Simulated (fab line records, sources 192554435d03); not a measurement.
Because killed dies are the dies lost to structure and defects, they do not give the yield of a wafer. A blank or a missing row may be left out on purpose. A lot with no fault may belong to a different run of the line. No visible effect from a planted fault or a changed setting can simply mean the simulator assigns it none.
The tool behind it: which one? | flow n5Finfet | Sampling: 11 lots, 33 wafers, 4 of 1938 route steps

== WHAT EACH GAUGE READ, for each wafer ==
N5_BEOL_M8_THK_MEAS_53: measures by xrf.
lot  | measured     | on           | M8_THK (nm)
L075 | day 11 04:47 | filmMetro-02 | 80.7 76.5 73.8
L077 | day 11 14:35 | filmMetro-02 | 79.3 78.1 80.4
L080 | day 12 11:07 | filmMetro-02 | 80.1 80.9 75.8
L081 | day 12 16:23 | filmMetro-01 | 77.0 79.9 75.6
L083 | day 13 01:22 | filmMetro-02 | 76.9 78.6 79.6
L087 | day 13 18:57 | filmMetro-01 | 78.5 80.0 76.3
L086 | day 14 06:06 | filmMetro-01 | 77.7 80.9 76.6
L088 | day 14 17:40 | filmMetro-02 | 77.1 80.0 78.6
L095 | day 15 19:40 | filmMetro-02 | 80.5 80.1 79.2
L094 | day 16 08:49 | filmMetro-02 | 78.4 78.7 79.4
L096 | day 17 09:14 | filmMetro-02 | 78.0 81.7 78.3

== TOOL THAT RAN EACH LOT (tool first, then ch and the chambers of the sampled wafers, then the start) ==
lot  | N5_BEOL_M7_STRIP_36               | N5_BEOL_M7_CMP_52             | N5_BEOL_M8_ILD_DEP_00
L075 | rieDiel-04 ch 0,1,3, day 10 15:37 | cmp-04 ch 0,1,3, day 10 19:25 | pecvd-01 ch 0,1, day 10 19:54
L077 | rieDiel-04 ch 0,2, day 11 00:47   | cmp-04 ch 0,1,3, day 11 05:01 | pecvd-03 ch 0,1,2, day 11 05:26
L080 | rieDiel-04 ch 1,2, day 11 22:33   | cmp-04 ch 1,2,3, day 12 01:34 | pecvd-03 ch 0,1, day 12 01:58
L081 | rieDiel-03 ch 2,3, day 12 02:47   | cmp-03 ch 0,1,2, day 12 05:20 | pecvd-04 ch 0,1,2, day 12 05:47
L083 | rieDiel-03 ch 0,2,3, day 12 12:28 | cmp-03 ch 0,1,3, day 12 16:37 | pecvd-01 ch 0,1,2, day 12 17:06
L087 | rieDiel-01 ch 2,3, day 13 06:26   | cmp-03 ch 1,2, day 13 09:10   | pecvd-04 ch 0,1,2, day 13 09:39
L086 | rieDiel-03 ch 0,2, day 13 21:23   | cmp-03 ch 1,2,3, day 13 23:40 | pecvd-04 ch 0,1, day 14 00:07
L088 | rieDiel-04 ch 2,3, day 14 05:17   | cmp-03 ch 0,1,3, day 14 08:19 | pecvd-01 ch 0,2, day 14 08:41
L095 | rieDiel-03 ch 2,3, day 15 08:59   | cmp-02 ch 0,1, day 15 11:34   | pecvd-03 ch 0,1,2, day 15 12:01
L094 | rieDiel-03 ch 0,1, day 15 18:43   | cmp-04 ch 0,3, day 15 21:35   | pecvd-01 ch 0,2, day 15 22:04
L096 | rieDiel-04 ch 0,2,3, day 16 19:21 | cmp-02 ch 0,1,3, day 16 22:44 | pecvd-03 ch 0,1,2, day 16 23:13
- N5_BEOL_M7_STRIP_36: strips in N2/H2.
- N5_BEOL_M7_CMP_52: polishes, stops on SiCOH lowk, t overpolish 6.9 s, target thk 80 nm.
- N5_BEOL_M8_ILD_DEP_00: deposits SiCOH lowk from DEMS/porogen, target thk 179.75 nm, time 33.4 s.

== THE ANSWER, worked out from the rows above alone ==
Rule: usual is defined by the lots themselves. The widest of any qualifying gaps counts: lots, ordered by their means at a reading, are off when they make up no more than a third of the lots, leave a main group of 4 or more, and stand apart from it by 3 or more times the standard deviation of that group's means. A main group whose means are all the same, to the digits that the tables above print for the reading, isn't used. Also off: a lot with no number at a reading for which 4 or more lots have one. Any other lot the step has rows for is counted as sound.
Across all readings shown, no lot is off: no conclusion can be drawn from this.

== WHAT THE SIMULATOR HAD INSERTED ==
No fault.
